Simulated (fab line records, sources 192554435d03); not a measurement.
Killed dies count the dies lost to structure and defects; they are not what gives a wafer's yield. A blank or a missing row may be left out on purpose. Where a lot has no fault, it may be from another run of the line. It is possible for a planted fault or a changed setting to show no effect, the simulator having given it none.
A lot that was struck, set against a sound lot | flow n5_finfet | 16 steps out of a route of 1938
Sound: these wafers, L758.2, L758.3, L758.4. Wafers struck: L760.2, L760.4, L760.6. The cause is named last.
Each step with rows lists, per side, the tool, then ch with its chambers, then its first start. Under that, the readings that differ: sound wafers | struck wafers | difference of the means | sigmas: that difference in standard deviations of wafers without a fault.
alike: readings with means less than 2 such deviations apart, plus words and numbers identical on both sides. not compared: withheld readings, readings lacking a value on some wafer, bounds such as >300 that could conceal the same value, and numbers that have no deviation in the record and whose values overlap.
The two part at a step that has a row with sigmas, a row that says differs or no value, or rows on one side only. Numbers that don't overlap but have no deviation are shown without sigmas and don't part them. Lack of a reading on every wafer of one side parts them only where that side has two or more wafers.

first, 9 steps without rows for these wafers: N5_BEOL_M0_CUTY_COAT_50 (time 60 s, resist thk 15 nm); N5_BEOL_M0_CUTY_COAT_51 (resist thk 150 nm); N5_BEOL_M0_CUTY_EBR_52; N5_BEOL_M0_CUTY_SOFTBAKE_53 (time 60 s); N5_BEOL_M0_CUTY_EXPOSE_54 (exposes mask M0 ABLK); N5_BEOL_M0_CUTY_PEB_55 (peb time 60 s); N5_BEOL_M0_CUTY_DEVELOP_56 (develop time 30 s); N5_BEOL_M0_CUTY_DESCUM_61 (chemistry O2, time 7.9 s); N5_BEOL_M0_CUTY_ETCH_62 (etches SiARC in CF4, time 58.5 s).
N5_BEOL_M0_CUTY_ETCH_63: etches SOC in N2/H2, target depth 82.7 nm, overetch 16.5 nm, time 124 s.
  sound on rie_diel-04 ch 1,2, day 8 08:01; struck on rie_diel-04 ch 1,2, day 8 19:37
  reading                                               | sound             | struck            | difference | sigmas
  rf_fwd_power_W (W)                                    | 836.6 835.0 840.2 | 635.3 634.1 640.3 | -200.7     | -77
  rf_vpp_V (V)                                          | 524.2 524.0 525.1 | 574.2 574.3 574.2 | +49.8      | +29
  model.SiO2_of_BEOL_M0_SAQP_SPACER2_ALD_26.thk_nm (nm) | 7.2 7 7.4         | 8 8 7.6           | +1         |
  alike: drypump_motor_current_A, n2_flow_sccm, oes_product_au, showerhead_plenum_p_Torr, throttle_valve_pct
  not compared: rf_hours_counter_h
then, 2 steps without rows for these wafers: N5_BEOL_M0_CUTY_STRIP_64 (strips in N2/H2); N5_BEOL_M0_ETCH_138 (etches SiCN in CH3F/O2, target depth 12 nm, time 31.6 s).
N5_BEOL_M0_HM_OPEN_105: chemistry Cl2/BCl3, target TiN, target depth 12 nm.
  sound on rie_metal-03 ch 0,1, day 8 09:52; struck on rie_metal-02 ch 0,1, day 8 20:49
  reading                                               | sound     | struck      | difference | sigmas
  model.SiO2_of_BEOL_M0_SAQP_SPACER2_ALD_26.thk_nm (nm) | 3 2.8 2.8 | 3.6 3.4 3.4 | +0.6       |
  alike: drypump_motor_current_A, oes_product_au, throttle_valve_pct
  not compared: rf_hours_counter_h
then, 1 step without rows for these wafers: N5_BEOL_M0_STRIP_140 (strips in CF4).
-- here the record skips 3 days between the struck wafers' starts before and after, leaving off in module BEOL_M0 and picking up in module BEOL_M4 (first step shown: number 1111 of the route) --
N5_BEOL_M4_RC_MEAS_101:
  sound on prober-01 ch 0, day 10 19:07; struck on prober-01 ch 0, day 11 10:56
  alike: DIBL_N, DIBL_P, IOFF_N, IOFF_P, ION_N, ION_P, SS_N, SS_P, VT_N, VT_P
following that, these wafers have no rows for 1 step: N5_PASSIVATION_PROBE_49.

## WHERE THEY PART
Within this record, at N5_BEOL_M0_CUTY_ETCH_63 only. Later steps at which nothing parts them and some readings are alike: N5_BEOL_M0_HM_OPEN_105, N5_BEOL_M4_RC_MEAS_101.

WHY: what had been put in by the simulator
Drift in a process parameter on rie_diel-04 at N5_BEOL_M0_CUTY_ETCH_63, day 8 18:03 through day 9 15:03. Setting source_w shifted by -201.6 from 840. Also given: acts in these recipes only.
